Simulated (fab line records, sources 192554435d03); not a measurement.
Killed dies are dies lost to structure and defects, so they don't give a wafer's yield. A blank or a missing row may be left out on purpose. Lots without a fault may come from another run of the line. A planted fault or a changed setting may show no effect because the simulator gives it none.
Matching of chambers    flow n5_finfet    N5_BEOL_M13_VIA_ETCH_16 on rie_diel-01 has 4 sister chambers
The step etches SiOC in C4F8/O2/Ar, target depth 921.7 nm. 4 wafers are shown with their chamber, then 9 later ones without.

WAFERS PAIRED WITH THEIR CHAMBERS
wafer   chamber  throttle_valve_pct (%)
L082.5  3        24.43
L093.1  0        24.40
L093.4  2        23.73
L093.5  1        24.38

WAFERS MISSING THEIR CHAMBER
wafer   throttle_valve_pct (%)
L094.1  24.17
L094.2  23.74
L094.4  24.14
L095.3  24.02
L095.4  23.74
L095.6  23.73
L090.2  23.75
L090.4  24.05
L090.6  24.04

EACH ONE'S CHAMBER
wafer   from the rows above                in truth
L094.1  can't be placed: 1 or 0 or 3 or 2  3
L094.2  2                                  2
L094.4  can't be placed: 1 or 0 or 3 or 2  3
L095.3  can't be placed: 2 or 1 or 0 or 3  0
L095.4  2                                  2
L095.6  2                                  2
L090.2  2                                  2
L090.4  can't be placed: 2 or 1 or 0 or 3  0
L090.6  can't be placed: 2 or 1 or 0 or 3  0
4 of 9 placed correctly. Can't be placed from these rows: 5 (the true chamber is among the candidates in 5). 0 placed wrongly.
How it was worked out, from the rows above alone: a wafer's distance from a chamber is the root of the sum, over the readings, of the square of ((its reading less the chamber's mean) divided by the reading's scatter). If the next closest chamber is less than 2 further off than the closest, the wafer can't be placed; otherwise it belongs to the closest. A chamber's mean is the mean of its shown wafers. The scatter (one wafer shown for each chamber): square how far every hidden wafer sits from the nearest shown wafer, average those squares and take the square root.
